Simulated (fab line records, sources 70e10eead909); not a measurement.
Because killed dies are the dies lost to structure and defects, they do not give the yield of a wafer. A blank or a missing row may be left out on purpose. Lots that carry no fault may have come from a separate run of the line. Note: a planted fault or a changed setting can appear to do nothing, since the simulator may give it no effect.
Comparing a struck lot with a sound one || flow nand harc || 20 steps out of a route of 1302
Sound: these wafers, L834.2, L834.3, L834.4. Struck: wafers L841.1, L841.3 (left out: L841.6, a lot-mate that was not struck); the cause follows at the end.
Per side, at each step with rows, come the tool, then ch with its chambers, and then its first start. Under that, the readings that differ: sound wafers || struck wafers || difference of the means || sigmas: that difference in standard deviations of wafers without a fault.
alike: words and numbers the same on both sides, and readings whose means are apart by under 2 such deviations; not compared: readings that were withheld, readings missing a value for some wafer, numbers with overlapping values and no deviation given by the record, and bounds like >300 which may hide the same value.
The two part at a step that has a row with sigmas, a row that says differs or no value, or rows on one side only. Non-overlapping numbers with no deviation appear without sigmas and do not part them. A reading missing from all wafers of one side parts the sides only when that side holds two or more wafers.

NHARC_P_CONTACT_CMP_24: polishes, t overpolish 30 s, target thk 200 nm.
  sound on cmp-02 ch 0,2,3, day 6 11:59; struck on cmp-03 ch 1,2, day 9 07:52
  alike: motor current A, overpolish run s, time to endpoint s
after that, 1 step had no rows for these wafers: NHARC_P_CONTACT_SRD_26.
NHARC_P_CONTACT_INSPECT_27:
  sound: defect inspect-01 at day 6 12:24; struck: defect inspect-01 at day 9 08:14
  alike: raw defect count
then, 8 steps without rows for these wafers: NHARC_P_M0_DEP_00 (deposits SiOC, target thk 150 nm); NHARC_P_M0_DEHYDRATE_01 (time 120 s); NHARC_P_M0_HMDS_02 (time 30 s); NHARC_P_M0_COAT_33 (time 65 s); NHARC_P_M0_COAT_03 (resist thk 90 nm); NHARC_P_M0_SOFTBAKE_04 (time 55 s); NHARC_P_M0_EBR_05; NHARC_P_M0_EXPOSE_06 (exposes mask P M0, target cd 90 nm).
NHARC_P_M0_PEB_07: peb time 65 s.
  sound on litho track-01 ch 0, day 6 13:05; struck on litho track-01 ch 0, day 9 08:56
{"reading": "heater power total W (W)", "sound": "157.1 156.4 156.8", "struck": "185.9 187.3", "difference": "+29.8", "sigmas": "+71"}
then, 1 step without rows for these wafers: NHARC_P_M0_DEVELOP_08 (develop time 35 s).
NHARC_P_M0_CD_MEAS_09: target cd 90 nm.
  sound on cd sem-03 ch 0, day 6 13:10; struck on cd sem-03 ch 0, day 9 09:01
{"reading": "cd nm (nm)", "sound": "90.1 89.7 90.0", "struck": "78.0 77.6", "difference": -12.1, "sigmas": -20}
NHARC_P_M0_OVL_MEAS_10: pitch 180 nm.
  sound: overlay-01 at day 6 13:16; struck: overlay-02 at day 9 09:07
  alike: overlay x nm, overlay y nm
NHARC_P_M0_INSPECT_11:
  sound: defect inspect-01 at day 6 13:18; struck: defect inspect-02 at day 9 09:08
  alike: raw defect count
NHARC_P_M0_DESCUM_14: chemistry O2, time 3 s.
  sound on rie diel-01 ch 0,2,3, day 6 13:22; struck on rie diel-05 ch 2,3, day 9 09:13
{"reading": "rf hours counter h (h)", "sound": "35 30 33", "struck": "21 22", "difference": -11, "sigmas": ""}
{"reading": "model.P_M0.cd nm (nm)", "sound": "90.52 89.97 89.71", "struck": "77.54 77.38", "difference": -12.61, "sigmas": ""}
  alike: drypump motor current A, oes product au, rf vpp V, showerhead plenum p Torr, throttle valve pct
NHARC_P_M0_ETCH_34: etches the open film in N2/H2, target depth 40 nm, overetch 12 nm, time 43.94 s.
  sound on rie diel-01 ch 0,1,3, day 6 13:27; struck on rie diel-05 ch 0,3, day 9 09:17
{"reading": "rf hours counter h (h)", "sound": "33 30 35", "struck": "23 22", "difference": -10, "sigmas": ""}
  alike: bias w, drypump motor current A, oes product au, rf vpp V, showerhead plenum p Torr, throttle valve pct
NHARC_P_M0_ETCH_15: etches the open film in C4F8/Ar, target depth 150 nm, overetch 15 nm, time 82.5 s.
  sound: rie diel-01 ch 0,2,3; struck: rie diel-05 ch 0,1
{"reading": "rf hours counter h (h)", "sound": "33 30 35", "struck": "23 22", "difference": -10, "sigmas": ""}
{"reading": "model.P_M0.cd nm (nm)", "sound": "89.69 89.96 89.82", "struck": "77.88 76.93", "difference": -12.42, "sigmas": ""}
  alike: bias w, oes product au, rf vpp V
NHARC_P_M0_CD_MEAS_16:
  sound: cd sem-01 at day 6 13:40; struck: cd sem-02 at day 9 09:30
{"reading": "cd nm (nm)", "sound": "89.7 89.9 89.7", "struck": "77.8 77.2", "difference": -12.3, "sigmas": -16}

## WHERE THEY PART
Earliest at NHARC_P_M0_PEB_07; latest, in this record, at NHARC_P_M0_CD_MEAS_16.

WHY: the cause the simulator had injected
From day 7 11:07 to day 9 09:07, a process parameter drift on litho track-01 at NHARC_P_M0_PEB_07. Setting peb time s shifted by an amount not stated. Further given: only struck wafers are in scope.
